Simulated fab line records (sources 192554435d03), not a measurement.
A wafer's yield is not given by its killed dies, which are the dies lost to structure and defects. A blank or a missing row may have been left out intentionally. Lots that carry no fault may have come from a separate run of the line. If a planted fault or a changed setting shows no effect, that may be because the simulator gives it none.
Code-filled problem report in 8D (eight disciplines) form    flow n5_finfet    the parts of the form that need people (team, actions taken, sign-off) are left out

== 1. THE ISSUE ==
Mean of exposure_dose_mJ_cm2 at N5_PMOS_HMC_CHANNEL_EPI_EXPOSE_06: 40.28 across 6 wafers in 2 lots; on wafers with no fault it is 40.97 (standard deviation 0.049). Measured from the usual mean, that is -14 standard deviations.
The step: exposes mask PMOS HMC BLK, target cd 240 nm.
Earliest sighting: wafer L230.1 on arfi_scanner-03 at day 4 18:35. At this step, 27 wafers from 9 lots have a number in the record. By rule, "out" or "out of limits" means more than 4 standard deviations away from the usual mean. Any other wafer with a number is counted as sound.

== 2. WHAT IT IS AND WHAT IT IS NOT ==
question                     is                      is not
which readings at this step  exposure_dose_mJ_cm2    reticle_temp_C
which lots                   L230, L231              L218, L220, L223, L233, L234, L238, L240
which wafers of those lots   all that have a number  -
read on which tools          arfi_scanner-03         arfi_scanner-01, arfi_scanner-02
when                         from day 4 18:35        up to then (9 sound wafers); but 12 sound wafers of L233, L234, L238, L240 came after

== 3. THE SUSPECTS, EACH WITH WHAT RULES IT OUT ==
Counting: any tool at a process step up to the reading is kept as a suspect provided that every lot that is out went through it and no sound lot did after the first of them.
- rie_diel-02 at N5_WELL_APT_DESCUM_30 (chemistry O2, time 7.9 s): ruled out as a lasting fault. The sound lots L233, L240 went through it after L230, its earliest lot that is out (day 4 16:17).
- arfi_scanner-03 at N5_PMOS_HMC_CHANNEL_EPI_EXPOSE_06 (exposes mask PMOS HMC BLK, target cd 240 nm): kept. Every lot that is out went through it, starting with L230 (day 4 18:35), and after that it ran no sound lot; the last sound lot it ran before then is L220 (day 2 05:07). Its own readings are out on those wafers: exposure_dose_mJ_cm2.
The count leaves arfi_scanner-03 at N5_PMOS_HMC_CHANNEL_EPI_EXPOSE_06.

== 4. THE CAUSE (what the simulator had put in) ==
Drift in process parameters on arfi_scanner-03 at N5_PMOS_HMC_CHANNEL_EPI_EXPOSE_06, starting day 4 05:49. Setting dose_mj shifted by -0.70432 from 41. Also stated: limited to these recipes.
This tool alone remained once counting was done.

== 5. SEQUENCE OF EFFECTS, ordered by route ==
Rows list readings where the struck wafers' mean (over those with a number) sits beyond 3 standard deviations from the usual. Only readings for which the record gives a usual standard deviation are gone through. hours: the time from each lot's start at the first step in this table that gives one to its start at this step, as a median over the lots. sigmas: the change in usual standard deviations.
hours  step                               reading               usual  on struck wafers  change  sigmas
0      N5_PMOS_HMC_CHANNEL_EPI_EXPOSE_06  exposure_dose_mJ_cm2  40.97  40.28             -0.69   -14
Process steps it contains:
- N5_PMOS_HMC_CHANNEL_EPI_EXPOSE_06: exposes mask PMOS HMC BLK, target cd 240 nm.
Later steps that measure or inspect, where all struck wafers having a row at the step show a number for every such reading and not one has moved that far: N5_BEOL_M4_RC_MEAS_101.

== 6. HOW IT WOULD HAVE BEEN CAUGHT EARLIER ==
The fault began at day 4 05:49; the first out-of-limits reading in this record came at day 4 18:35, 13 hours later.
